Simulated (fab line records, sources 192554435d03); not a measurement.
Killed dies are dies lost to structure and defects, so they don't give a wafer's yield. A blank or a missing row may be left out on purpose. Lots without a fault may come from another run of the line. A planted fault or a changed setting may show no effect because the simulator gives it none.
fab line records | flow n5_finfet
record lots=9 wafers=27 last_day=18
route steps=1938 shown BEOL_M4@1111 BEOL_M5@1172 PASSIVATION@1936
lots that met no fault: from a run of the same line without faults
start_h: hours from the record's first day to the start of the lot's first wafer shown | wait_h: hours since the lot's step before | " the same as in the row above | L1.1+2: a row that stands for several wafers | - no value, or no start given | * or withheld: withheld | < > ~ a bound
route shown NAME@n: a module of which the file shows steps, and the number in the route of the first | usual: mean/standard deviation of fault-free wafers | same: alike in all rows | chamber/n: place in a boat | sites: the reading at each site | _std_site: their standard deviation | _edge_site: outer sites' mean less inner sites' | radius_mm: how far each site lies from the wafer's centre | mask NAME#n: copy n | behind: the tool/chamber that last shaped the wafer | hold: why the lot was held/for how many hours/how that ended | device: the transistor (n, p or np) that didn't switch | end of line: the same wafers' tests at the end of the route | a step without rows: its recipe alone | killed: dies lost to structure and defects at the first sort, not the wafer's yield | map: a wafer's dies, x killed, . not, _ none there
set.NAME: the setting as run; set.NAME@STEP: as run at that earlier step | model.NAME: the simulator's own value behind a step, which no gauge read
steps of the route over a sample of lots; a table a step, a row a wafer
services: from which hour (start_h, from the record's first day; less than 0 if before it) a tool's chamber was out of use, for how many hours, and why
## steps
# step N5_BEOL_M4_RC_MEAS_101
# usual DIBL_N=36.5/1.8 DIBL_P=36.5/2.1 IOFF_N=0.17/0.031 IOFF_P=0.22/0.036 ION_N=677/11 ION_P=463/8 SS_N=71.6/0.61 SS_P=73.3/0.63 VT_N=249/3.1 VT_P=-250/3.3
# columns lot.wafer tool chamber start_h wait_h DIBL_N[mV/V] DIBL_P[mV/V] IOFF_N[nA/um] IOFF_P[nA/um] ION_N[uA/um] ION_P[uA/um] SS_N[mV/dec] SS_P[mV/dec] VT_N[mV] VT_P[mV]
L165.3 prober-01 0 180.90 0.3 34.9 36.3 0.16 0.17 684 455 71.6 73.8 249 -252
L165.4 " 0 " " 37.1 39.6 0.19 0.23 679 464 71.9 74.0 246 -251
L165.5 " 0 " " 34.9 36.8 0.16 0.18 673 457 71.8 72.7 249 -255
L167.1 prober-01 0 189.47 0.0 37.0 36.2 0.16 0.20 671 458 71.6 73.5 247 -251
L167.3 " 0 " " 38.6 39.5 0.19 0.25 691 474 71.3 74.3 247 -247
L167.6 " 0 " " 36.6 36.2 0.15 0.20 676 469 70.8 73.4 249 -248
L168.3 prober-01 0 202.24 0.3 38.5 38.5 0.21 0.26 694 476 72.0 73.7 242 -245
L168.4 " 0 " " 34.7 34.7 0.14 0.20 681 468 71.0 72.8 250 -248
L168.6 " 0 " " 36.1 35.5 0.15 0.20 679 469 71.7 73.1 250 -249
L169.1 prober-02 0 212.25 0.0 35.0 35.6 0.13 0.19 667 465 70.8 73.1 249 -251
L169.4 " 0 " " 35.7 36.2 0.15 0.20 678 467 71.3 73.9 249 -253
L169.5 " 0 " " 33.9 34.9 0.13 0.18 675 463 70.9 72.5 251 -251
L177.3 prober-01 0 252.93 0.3 35.1 35.0 0.14 0.20 675 470 71.0 72.8 250 -250
L177.4 " 0 " " 37.4 38.1 0.18 0.25 676 462 71.0 73.8 248 -248
L177.6 " 0 " " 35.0 35.1 0.14 0.21 684 471 71.4 72.9 249 -249
L178.3 prober-01 0 265.26 0.3 38.7 39.2 0.20 0.24 682 463 71.7 74.4 247 -250
L178.4 " 0 " " 36.5 36.5 0.16 0.19 671 458 71.4 73.7 250 -252
L178.6 " 0 " " 37.8 38.0 0.18 0.21 691 462 71.4 73.2 250 -254
L179.2 prober-01 0 271.61 0.2 36.3 36.7 0.15 0.20 667 456 71.2 72.9 251 -250
L179.4 " 0 " " 35.7 34.7 0.13 0.17 663 460 70.9 72.3 252 -252
L179.6 " 0 " " 38.1 38.7 0.18 0.23 690 463 71.9 73.2 249 -249
L181.2 prober-02 0 277.49 0.2 38.7 39.5 0.19 0.25 680 469 71.8 73.7 247 -249
L181.4 " 0 " " 35.6 35.4 0.13 0.19 669 461 71.8 73.0 253 -252
L181.6 " 0 " " 38.0 37.7 0.17 0.22 669 460 72.6 73.1 249 -249
L186.2 prober-01 0 335.20 0.2 37.0 35.4 0.15 0.20 662 456 72.7 72.6 253 -251
L186.4 " 0 " " 40.1 39.8 0.20 0.28 673 465 72.6 74.4 251 -245
L186.6 " 0 " " 38.5 38.1 0.18 0.25 667 461 71.9 73.8 248 -247
# step N5_BEOL_M5_ALD_86
# recipe material=TaN target_thk_a=* temp_c=275 ald_precursor_family=PDMAT ald_co_reactant=NH3 pressure_torr=3 carrier_flow_sccm=1500 pulse_time_s=2 purge_time_s=3 co_reactant_purge_time_s=2 co_reactant_pulse_time_s=3 ald_cycles=30 precursor_vessel_temp_c=75 precursor_vessel_pressure_torr=26.25 precursor_vessel_carrier_sccm=1000
# usual chamber_pressure_Torr=3.000/0.0064 heater_power_w=414/34
# same co_reactant_purge_time_s=2 pulse_time_s=2
# columns lot.wafer tool chamber start_h wait_h chamber_pressure_Torr heater_power_w
L165.3 ald_metal-02 3 189.12 0.0 3.008 482
L165.4 " 2 " " 3.000 401
L165.5 " 0 " " 3.005 432
L167.1 ald_metal-02 0 198.09 0.0 3.013 423
L167.3 " 1 " " 3.007 376
L167.6 " 2 " " 2.999 399
L168.3 ald_metal-01 3 207.94 0.0 3.007 377
L168.4 " 0 " " 2.992 485
L168.6 " 0 " " 2.992 475
L169.1 ald_metal-01 2 220.31 0.0 3.009 395
L169.4 " 3 " " 2.991 389
L169.5 " 2 " " 2.998 397
L177.3 ald_metal-02 2 257.55 0.1 2.992 401
L177.4 " 3 " " 3.007 485
L177.6 " 0 " " 2.993 431
L178.3 ald_metal-03 1 272.88 0.0 3.000 411
L178.4 " 3 " " 2.997 406
L178.6 " 0 " " 2.989 402
L179.2 ald_metal-03 2 277.40 0.0 2.999 422
L179.4 " 0 " " 3.012 394
L179.6 " 3 " " 3.003 416
L181.2 ald_metal-01 0 285.65 0.0 2.995 466
L181.4 " 2 " " 2.994 392
L181.6 " 1 " " 3.000 397
L186.2 ald_metal-03 3 342.40 0.2 3.001 414
L186.4 " 1 " " 2.997 402
L186.6 " 0 " " 2.997 403
# step N5_BEOL_M5_CVD_47
# recipe material=Co target_thk_a=30 temp_c=withheld precursor=CCTBA/H2 pressure_torr=30 time_s=216
# usual chamber_pressure_Torr=30.00/0.06 run_length_s=238.8/0.45
# columns lot.wafer tool chamber start_h wait_h chamber_pressure_Torr run_length_s
L165.3 cvd_co-01 2 189.42 0.0 30.07 238.2
L165.4 " 0 " " 29.97 239.1
L165.5 " 2 " " 29.88 237.5
L167.1 cvd_co-02 2 198.41 0.0 - -
L167.3 " 1 " " - -
L167.6 " 0 " " - -
L168.3 cvd_co-01 2 208.23 0.0 - -
L168.4 " 1 " " - -
L168.6 " 0 " " - -
L169.1 cvd_co-01 0 220.81 0.1 - -
L169.4 " 1 " " - -
L169.5 " 0 " " - -
L177.3 cvd_co-02 1 257.95 0.0 30.03 238.6
L177.4 " 1 " " 30.02 239.5
L177.6 " 2 " " 30.02 238.7
L178.3 cvd_co-02 2 273.18 0.0 30.01 239.0
L178.4 " 1 " " 29.91 238.5
L178.6 " 2 " " 30.07 238.8
L179.2 cvd_co-01 2 277.69 0.0 29.98 238.1
L179.4 " 2 " " 29.96 237.7
L179.6 " 0 " " 30.05 238.9
L181.2 cvd_co-01 1 286.52 0.3 29.98 239.3
L181.4 " 2 " " 29.99 237.4
L181.6 " 1 " " 29.97 238.9
L186.2 cvd_co-02 2 342.71 0.0 30.02 238.8
L186.4 " 0 " " 30.06 238.9
L186.6 " 1 " " 30.01 239.1
# step N5_BEOL_M5_ANNEAL_82
# recipe temp_c=400 time_s=1800 ambient=vacuum
# usual heater_power_w=824/110
# columns lot.wafer tool chamber start_h wait_h heater_power_w
L165.3 pvd_sputter-01 - 190.76 0.0 863
L165.4 " - " " 803
L165.5 " - " " 865
L167.1 pvd_sputter-02 - 199.80 0.0 852
L167.3 " - " " 1018
L167.6 " - " " 1056
L168.3 pvd_sputter-01 - 209.56 0.0 835
L168.4 " - " " 751
L168.6 " - " " 872
L169.1 pvd_sputter-03 - 222.13 0.0 719
L169.4 " - " " 798
L169.5 " - " " 822
L177.3 pvd_sputter-03 - 259.32 0.0 770
L177.4 " - " " 803
L177.6 " - " " 796
L178.3 pvd_sputter-03 - 274.53 0.0 781
L178.4 " - " " 723
L178.6 " - " " 794
L179.2 pvd_sputter-03 - 279.07 0.0 809
L179.4 " - " " 786
L179.6 " - " " 715
L181.2 pvd_sputter-03 - 289.51 0.0 795
L181.4 " - " " 818
L181.6 " - " " 712
L186.2 pvd_sputter-01 - 344.16 0.0 797
L186.4 " - " " 861
L186.6 " - " " 853
# step N5_BEOL_M5_SPUTTER_88
# recipe material=Cu target_thk_a=150 temp_c=-20 chamber_pressure_pa=0.07 power_w=withheld time_s=27.62
# usual chamber_pressure_pa=0.06999/0.00014 throttle_valve_pct=30.1/1.1
# columns lot.wafer tool chamber start_h wait_h chamber_pressure_pa throttle_valve_pct
L165.3 pvd_sputter-01 - 192.85 0.5 0.06989 29.5
L165.4 " - " " 0.06991 28.3
L165.5 " - " " 0.06993 28.7
L167.1 pvd_sputter-02 - 201.89 0.5 0.06981 29.6
L167.3 " - " " 0.06999 30.1
L167.6 " - " " 0.06985 30.3
L168.3 pvd_sputter-01 - 211.66 0.5 0.07026 28.6
L168.4 " - " " 0.07004 30.3
L168.6 " - " " 0.06977 29.6
L169.1 pvd_sputter-03 - 224.22 0.5 0.06997 29.6
L169.4 " - " " 0.07017 30.1
L169.5 " - " " 0.07007 30.2
L177.3 pvd_sputter-03 - 261.41 0.5 0.06998 30.5
L177.4 " - " " 0.07031 30.4
L177.6 " - " " 0.07 30.3
L178.3 pvd_sputter-03 - 276.62 0.5 0.0701 30.4
L178.4 " - " " 0.07012 29.9
L178.6 " - " " 0.07011 30.5
L179.2 pvd_sputter-03 - 282.75 2.1 0.07007 32.4
L179.4 " - " " 0.07008 30.6
L179.6 " - " " 0.06993 30.1
L181.2 pvd_sputter-03 - 291.61 0.5 0.06984 30.3
L181.4 " - " " 0.06992 32.2
L181.6 " - " " 0.06988 29.6
L186.2 pvd_sputter-01 - 346.25 0.5 0.07026 28.4
L186.4 " - " " 0.0702 28.7
L186.6 " - " " 0.07001 29.6
# step N5_BEOL_M5_CMP_52
# recipe stop_on=SiCOH_lowk t_overpolish_s=6.9 down_force_psi=1 platen_rpm=50 clearing_platen_down_force_psi=1.5 clearing_platen_rpm=50 post_cmp_clean=cu_alkaline target_thk_nm=62 clearing_platen_pad_velocity_m_s=0.99484 pad_velocity_m_s=0.99484
# usual barrier_field_endpoint_s=24.8/0.84 head_pressure_psi=1.0001/0.0023 motor_current_A=5.7/0.62
# columns lot.wafer tool chamber start_h wait_h barrier_field_endpoint_s head_pressure_psi motor_current_A
L165.4 cmp-01 3 194.51 0.2 24.6 1.0019 6.7
L165.3 " 0 " " 23.6 1.0031 4.7
L165.5 " 1 " " 23.9 1.0008 5.2
L167.3 cmp-04 3 204.13 0.2 21.4 1.0021 6.7
L167.1 " 1 " " 20.2 1.0052 5.5
L167.6 " 2 " " 21.3 0.9977 5.0
L168.3 cmp-01 3 213.31 0.2 20.8 1.0028 6.9
L168.4 " 0 " " 20.2 0.9954 5.1
L168.6 " 3 " " 21.3 1.0022 6.8
L169.4 cmp-03 3 226.04 0.3 21.4 0.9995 5.9
L169.1 " 0 " " 21.9 1.0053 6.1
L169.5 " 0 " " 22.4 1.0000 5.8
L177.3 cmp-01 3 263.23 0.3 24.0 1.0015 6.6
L177.4 " 0 " " 24.5 0.9977 5.0
L177.6 " 1 " " 24.7 0.9955 5.0
L178.3 cmp-03 3 278.26 0.2 23.8 0.9975 5.7
L178.4 " 1 " " 25.0 1.0013 6.6
L178.6 " 2 " " 24.8 0.9980 6.1
L179.4 cmp-01 3 284.43 0.2 26.0 1.0000 7.2
L179.2 " 0 " " 24.7 0.9998 5.0
L179.6 " 2 " " 25.1 1.0030 5.9
L181.4 cmp-04 0 293.70 0.1 24.1 1.0037 5.0
L181.2 " 2 " " 24.1 0.9982 4.7
L181.6 " 1 " " 24.5 0.9979 5.4
L186.2 cmp-03 2 347.92 0.3 23.8 1.0049 6.4
L186.4 " 3 " " 24.2 0.9988 5.9
L186.6 " 1 " " 25.4 0.9977 6.0
# step N5_PASSIVATION_PROBE_49
# usual defect_limited_yield=91.4/1.5 killed_at_M0_to_M3=35/11 killed_at_M4_up=16/7 killed_at_contacts=11/5.3 killed_at_front_end=37/11 killed_at_other=3.1/2.8 killed_dies=102/18 killed_on_rim=13/3.7 killed_open=69/15 killed_short=31/7.8 sort_bin_5_function=5.1/1.1 sort_bin_6_memory=3.2/0.69 sort_n_pass=1078/18 sort_yield_pct=91.4/1.5
# same gross_dies=1180 killed_at_back_side=0 sort_bin_4_leakage[%]=0 sort_bin_8_speed[%]=0
# columns lot.wafer tool chamber start_h wait_h defect_limited_yield[%] killed_at_M0_to_M3 killed_at_M4_up killed_at_contacts killed_at_front_end killed_at_other killed_dies killed_on_rim killed_open killed_short sort_bin_5_function[%] sort_bin_6_memory[%] sort_n_pass sort_yield_pct[%]
L165.3 prober-01 - 287.73 0.1 92.6 24 10 11 40 2 87 17 46 41 4.2 3.0 1093 92.6
L165.4 prober-01 - 287.78 0.2 92.1 33 14 8 34 4 93 8 59 34 4.2 3.2 1087 92.1
L165.5 prober-01 - 287.83 0.2 93.1 24 8 9 39 1 81 11 47 33 4.4 2.0 1099 93.1
L167.1 prober-01 - 301.03 0.0 0 61 1071 15 26 7 1180 152 95 37 89.6 9.9 0 0
L167.3 prober-01 - 301.13 0.1 0 38 1085 22 33 2 1180 152 101 23 88.6 11.2 0 0
L167.6 prober-01 - 301.28 0.3 0 28 1103 10 37 2 1180 152 62 28 89.5 10.2 0 0
L168.3 prober-01 - 303.29 0.1 0 18 1120 12 26 4 1180 152 55 16 88.2 11.7 0 0
L168.4 prober-01 - 303.34 0.2 0 38 1100 8 32 2 1180 152 76 34 89.0 10.7 0 0
L168.6 prober-01 - 303.44 0.3 0 29 1114 11 26 0 1180 152 57 27 89.2 10.6 0 0
L169.1 prober-02 - 318.08 0.0 0 30 1115 7 28 0 1180 152 49 21 88.1 11.6 0 0
L169.4 prober-02 - 318.23 0.2 0 32 1119 8 21 0 1180 152 37 30 89.8 9.9 0 0
L169.5 prober-02 - 318.28 0.2 0 24 1107 13 34 2 1180 152 53 24 90.0 9.6 0 0
L177.3 prober-01 - 356.70 0.1 90.7 52 19 7 29 3 110 13 65 42 6.3 2.9 1070 90.7
L177.4 prober-01 - 356.75 0.2 93.1 29 13 11 27 1 81 8 55 24 3.6 3.1 1099 93.1
L177.6 prober-01 - 356.85 0.3 89.9 34 29 8 44 4 119 21 91 28 5.8 4.2 1061 89.9
L178.3 prober-01 - 373.73 0.1 90.2 41 19 12 28 16 116 12 75 41 5.8 3.7 1064 90.2
L178.4 prober-01 - 373.78 0.2 89.7 55 10 17 35 5 122 18 75 47 6.6 3.3 1058 89.7
L178.6 prober-01 - 373.88 0.3 91.5 43 15 10 28 4 100 13 65 33 4.5 3.8 1080 91.5
L179.2 prober-02 - 380.70 0.1 93.1 27 11 3 37 3 81 11 52 29 4.2 2.5 1099 93.1
L179.4 prober-02 - 380.80 0.2 91.5 34 21 1 41 3 100 21 69 30 5.4 2.9 1080 91.5
L179.6 prober-02 - 380.90 0.3 91.5 34 18 6 39 3 100 12 73 27 5.8 2.6 1080 91.5
L181.2 prober-01 - 390.83 0.1 91.3 44 11 11 33 4 103 15 71 32 4.7 3.6 1077 91.3
L181.4 prober-01 - 390.93 0.2 93.9 27 10 9 19 7 72 13 52 20 4.2 1.4 1108 93.9
L181.6 prober-01 - 391.03 0.3 92.7 16 17 17 34 2 86 15 57 28 4.2 3.0 1094 92.7
L186.2 prober-01 - 439.04 0.1 92.5 43 7 9 28 2 89 19 66 23 4.4 3.0 1091 92.5
L186.4 prober-01 - 439.14 0.2 90.9 29 31 6 38 3 107 14 74 33 5.8 2.9 1073 90.9
L186.6 prober-01 - 439.24 0.3 93.6 33 16 4 20 3 76 11 46 27 4.2 2.2 1104 93.6
# killed by level:class
L165.3 BEOL_M0_SAQP:geometric_particle:short=8 FIN_SAQP:geometric_particle:short=7 MOL_CONTACT_COAG:geometric_particle:open=7 FIN_SAQP:geometric_particle:open=5 BEOL_M0:geometric_particle:open=5 STI_FIN_REVEAL:geometric_particle:open=4 DUMMY_GATE:geometric_particle:open=4 GATE_CUT:geometric_particle:open=4
L165.4 FIN_SAQP:geometric_particle:short=8 BEOL_M2:geometric_particle:open=8 MOL_CONTACT_COAG:geometric_particle:open=7 BEOL_M0:geometric_particle:open=7 FIN_SAQP:geometric_particle:open=5 BEOL_M3:geometric_particle:open=5 GATE_CUT:geometric_particle:short=4 BEOL_M4:geometric_particle:open=4
L165.5 MOL_CONTACT_COAG:geometric_particle:open=7 FIN_SAQP:geometric_particle:short=6 FIN_SAQP:geometric_particle:open=6 STI_FIN_REVEAL:geometric_particle:open=6 DUMMY_GATE:geometric_particle:open=6 BEOL_M0_SAQP:geometric_particle:open=5 BEOL_M0:geometric_particle:open=5 GATE_CUT:geometric_particle:short=4
L167.1 BEOL_M5:area_cvd=823 BEOL_M5:interface_void_opened=224 BEOL_M3:geometric_particle:open=17 BEOL_M4:geometric_particle:open=15 MOL_CONTACT_COAG:geometric_particle:open=12 BEOL_M1:geometric_particle:open=11 BEOL_M0_SAQP:geometric_particle:open=10 BEOL_M0_SAQP:geometric_particle:short=10
L167.3 BEOL_M5:area_cvd=818 BEOL_M5:interface_void_opened=238 MOL_CONTACT_COAG:geometric_particle:open=20 BEOL_M4:geometric_particle:open=15 STI_FIN_REVEAL:geometric_particle:open=13 BEOL_M0_SAQP:geometric_particle:open=9 DUMMY_GATE:geometric_particle:open=9 BEOL_M3:geometric_particle:open=7
L167.6 BEOL_M5:area_cvd=817 BEOL_M5:interface_void_opened=272 BEOL_M3:geometric_particle:open=12 MOL_CONTACT_COAG:geometric_particle:open=10 FIN_SAQP:geometric_particle:short=9 BEOL_M4:geometric_particle:open=8 BEOL_M2:geometric_particle:open=6 STI_FIN_REVEAL:geometric_particle:open=5
L168.3 BEOL_M5:area_cvd=843 BEOL_M5:interface_void_opened=263 MOL_CONTACT_COAG:geometric_particle:open=11 FIN_SAQP:geometric_particle:open=6 STI_FIN_REVEAL:geometric_particle:open=5 BEOL_M0_SAQP:geometric_particle:open=5 GATE_CUT:geometric_particle:open=4 BEOL_M4:geometric_particle:open=4
L168.4 BEOL_M5:area_cvd=808 BEOL_M5:interface_void_opened=261 BEOL_M2:geometric_particle:open=9 BEOL_M4:geometric_particle:open=8 FIN_SAQP:geometric_particle:open=7 BEOL_M0:geometric_particle:open=7 MOL_CONTACT_COAG:geometric_particle:open=6 BEOL_M8:geometric_particle:open=6
L168.6 BEOL_M5:area_cvd=845 BEOL_M5:interface_void_opened=248 MOL_CONTACT_COAG:geometric_particle:open=9 BEOL_M0_SAQP:geometric_particle:open=7 BEOL_M1:geometric_particle:open=7 ILD0:geometric_particle:short=6 STI_FIN_REVEAL:geometric_particle:open=5 BEOL_M4:geometric_particle:open=5
L169.1 BEOL_M5:area_cvd=862 BEOL_M5:interface_void_opened=247 STI_FIN_REVEAL:geometric_particle:open=9 MOL_CONTACT_COAG:geometric_particle:open=7 BEOL_M0_SAQP:geometric_particle:short=7 BEOL_M0_SAQP:geometric_particle:open=6 FIN_SAQP:geometric_particle:short=5 BEOL_M2:geometric_particle:open=5
L169.4 BEOL_M5:area_cvd=889 BEOL_M5:interface_void_opened=224 BEOL_M0_SAQP:geometric_particle:short=7 BEOL_M2:geometric_particle:open=7 MOL_CONTACT_COAG:geometric_particle:open=6 FIN_SAQP:geometric_particle:short=5 BEOL_M1:geometric_particle:open=4 DUMMY_GATE:geometric_particle:open=3
L169.5 BEOL_M5:area_cvd=836 BEOL_M5:interface_void_opened=267 STI_FIN_REVEAL:geometric_particle:open=12 MOL_CONTACT_COAG:geometric_particle:open=10 DUMMY_GATE:geometric_particle:open=8 BEOL_M0_SAQP:geometric_particle:short=7 FIN_SAQP:geometric_particle:open=5 BEOL_M1:geometric_particle:open=5
L177.3 BEOL_M0_SAQP:geometric_particle:short=19 BEOL_M0_SAQP:geometric_particle:open=13 BEOL_M1:geometric_particle:open=11 BEOL_M4:geometric_particle:open=9 STI_FIN_REVEAL:geometric_particle:open=6 MOL_CONTACT_COAG:geometric_particle:open=6 FIN_SAQP:geometric_particle:short=5 BEOL_M2:geometric_particle:open=5
L177.4 STI_FIN_REVEAL:geometric_particle:open=13 BEOL_M1:geometric_particle:open=9 MOL_CONTACT_COAG:geometric_particle:open=6 BEOL_M0_SAQP:geometric_particle:short=6 GATE_CUT:geometric_particle:open=5 BEOL_M0_SAQP:geometric_particle:open=5 MOL_CONTACT_COAG:geometric_particle:short=5 BEOL_M4:geometric_particle:open=4
L177.6 BEOL_M4:geometric_particle:open=24 FIN_SAQP:geometric_particle:open=19 BEOL_M3:geometric_particle:open=7 FIN_SAQP:geometric_particle:short=6 BEOL_M1:geometric_particle:open=6 MOL_CONTACT_COAG:geometric_particle:open=5 BEOL_M0:geometric_particle:open=5 BEOL_M0_SAQP:geometric_particle:short=4
L178.3 MOL_CONTACT_COAG:geometric_particle:open=10 BEOL_M2:geometric_particle:open=9 BEOL_M3:geometric_particle:open=8 BEOL_M4:geometric_particle:open=7 FIN_SAQP:geometric_particle:open=6 DUMMY_GATE:geometric_particle:open=6 BEOL_M0_SAQP:geometric_particle:short=5 BEOL_M1:geometric_particle:open=5
L178.4 MOL_CONTACT_COAG:geometric_particle:open=17 BEOL_M3:geometric_particle:open=12 GATE_CUT:geometric_particle:short=11 BEOL_M0_SAQP:geometric_particle:short=11 BEOL_M2:geometric_particle:open=10 BEOL_M2:geometric_particle:short=7 FIN_SAQP:geometric_particle:open=5 BEOL_M1:geometric_particle:open=5
L178.6 BEOL_M3:geometric_particle:open=10 MOL_CONTACT_COAG:geometric_particle:open=8 BEOL_M2:geometric_particle:open=8 BEOL_M0_SAQP:geometric_particle:open=7 BEOL_M4:geometric_particle:open=6 BEOL_M1:geometric_particle:open=5 FIN_SAQP:geometric_particle:open=4 BEOL_M1:geometric_particle:short=4
L179.2 FIN_SAQP:geometric_particle:open=12 FIN_SAQP:geometric_particle:short=7 BEOL_M3:geometric_particle:open=6 BEOL_M1:geometric_particle:open=5 BEOL_M2:geometric_particle:open=5 BEOL_M4:geometric_particle:open=5 SPACER0:geometric_particle:short=4 BEOL_M2:geometric_particle:short=4
L179.4 FIN_SAQP:geometric_particle:open=17 BEOL_M4:geometric_particle:open=11 STI_FIN_REVEAL:geometric_particle:open=7 FIN_SAQP:geometric_particle:short=6 BEOL_M2:geometric_particle:short=6 BEOL_M2:geometric_particle:open=6 BEOL_M3:geometric_particle:open=6 BEOL_M1:geometric_particle:open=5
L179.6 BEOL_M3:geometric_particle:open=14 BEOL_M4:geometric_particle:open=14 FIN_SAQP:geometric_particle:short=10 FIN_SAQP:geometric_particle:open=9 DUMMY_GATE:geometric_particle:open=9 BEOL_M1:geometric_particle:open=4 STARTING-WAFER:geometric_particle:open=4 STI_FIN_REVEAL:geometric_particle:open=3
L181.2 STI_FIN_REVEAL:geometric_particle:open=11 BEOL_M0_SAQP:geometric_particle:short=11 MOL_CONTACT_COAG:geometric_particle:open=10 BEOL_M2:geometric_particle:open=9 BEOL_M0_SAQP:geometric_particle:open=8 BEOL_M3:geometric_particle:open=6 FIN_SAQP:geometric_particle:short=5 BEOL_M4:geometric_particle:open=5
L181.4 MOL_CONTACT_COAG:geometric_particle:open=8 BEOL_M0_SAQP:geometric_particle:open=7 BEOL_M4:geometric_particle:open=7 BEOL_M2:geometric_particle:open=5 BEOL_M0:geometric_particle:open=4 BEOL_M3:geometric_particle:open=4 FIN_SAQP:geometric_particle:open=3 FIN_SAQP:geometric_particle:short=3
L181.6 MOL_CONTACT_COAG:geometric_particle:open=12 FIN_SAQP:geometric_particle:short=6 STI_FIN_REVEAL:geometric_particle:open=6 FIN_SAQP:geometric_particle:open=5 DUMMY_GATE:geometric_particle:open=5 MOL_CONTACT_COAG:geometric_particle:short=5 BEOL_M4:geometric_particle:open=5 BEOL_M0_SAQP:geometric_particle:short=4
L186.2 BEOL_M3:geometric_particle:open=11 MOL_CONTACT_COAG:geometric_particle:open=9 FIN_SAQP:geometric_particle:open=7 BEOL_M1:geometric_particle:open=7 BEOL_M2:geometric_particle:open=7 BEOL_M0_SAQP:geometric_particle:open=5 BEOL_M0_SAQP:geometric_particle:short=5 DUMMY_GATE:geometric_particle:open=4
L186.4 BEOL_M4:geometric_particle:open=18 STI_FIN_REVEAL:geometric_particle:open=10 BEOL_M2:geometric_particle:open=7 BEOL_M3:geometric_particle:open=7 BEOL_M4:geometric_particle:short=7 DUMMY_GATE:geometric_particle:open=5 BEOL_M3:geometric_particle:short=5 FIN_SAQP:geometric_particle:open=4
L186.6 BEOL_M4:geometric_particle:open=8 BEOL_M0_SAQP:geometric_particle:open=6 BEOL_M0_SAQP:geometric_particle:short=6 BEOL_M0:geometric_particle:short=6 STARTING-WAFER:geometric_particle:open=5 MOL_CONTACT_COAG:geometric_particle:open=4 BEOL_M1:geometric_particle:open=4 BEOL_M4:geometric_particle:short=4
## services
# columns tool chamber start_h hours kind
cvd_co-01 2 168.85 11.0 repair
ald_metal-03 - 169.56 1.2 pm
ald_metal-03 - 174.16 14.6 pm
cmp-03 - 181.91 3.1 repair
cvd_co-01 - 204.15 2.1 repair
cvd_co-02 - 206.61 6.0 pm
cmp-01 - 217.11 4.0 pm
ald_metal-02 1 221.17 3.6 repair
cvd_co-01 - 223.42 8.5 repair
ald_metal-02 - 224.55 0.2 repair
cmp-03 - 227.02 1.6 repair
ald_metal-03 - 239.21 1.4 repair
cmp-01 - 278.69 4.5 pm
ald_metal-01 1 289.32 3.1 repair
ald_metal-02 0 293.16 3.1 repair
ald_metal-02 1 293.43 16.4 repair
cmp-03 - 297.55 4.0 pm
cvd_co-01 2 300.00 30.8 repair
ald_metal-01 1 302.94 7.0 repair
pvd_sputter-03 - 313.96 11.4 repair
cvd_co-01 - 329.87 1.7 repair
pvd_sputter-01 - 331.34 3.0 repair
pvd_sputter-01 - 337.39 1.7 repair
cvd_co-01 0 344.80 17.4 repair
## key
first_sign step=N5_BEOL_M5_CVD_47 reading=tool_record direction=missing
effect step=N5_BEOL_M5_CMP_52 reading=barrier_field_endpoint_s direction=down sigmas=4.3 usual=24.8 struck=21.2
effect step=N5_PASSIVATION_PROBE_49 reading=killed_at_M4_up direction=up sigmas=99+ usual=16 struck=1104
more_kills_born_at N5_BEOL_M5_CVD_47@cvd_co-01=5083 N5_BEOL_M5_CVD_47@cvd_co-02=2458
met_at N5_BEOL_M5_CVD_47
struck_lots L167,L168,L169
later_rows_left_out L167.1,L167.3,L167.6,L168.3,L168.4,L168.6,L169.1,L169.4,L169.5
not_acting_at N5_BEOL_M5_ALD_86,N5_BEOL_M5_ANNEAL_82,N5_BEOL_M5_SPUTTER_88
onset_between 189.42 198.41
fault kind=skipped_step_whole tool=cvd_co-01,cvd_co-02 chamber=- onset_h=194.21 steps=N5_BEOL_M5_CVD_47 scope=struck_lots_only
# later_rows_left_out: the simulator's readings of these wafers behind a module that went badly wrong aren't trusted and aren't shown, but for the sort
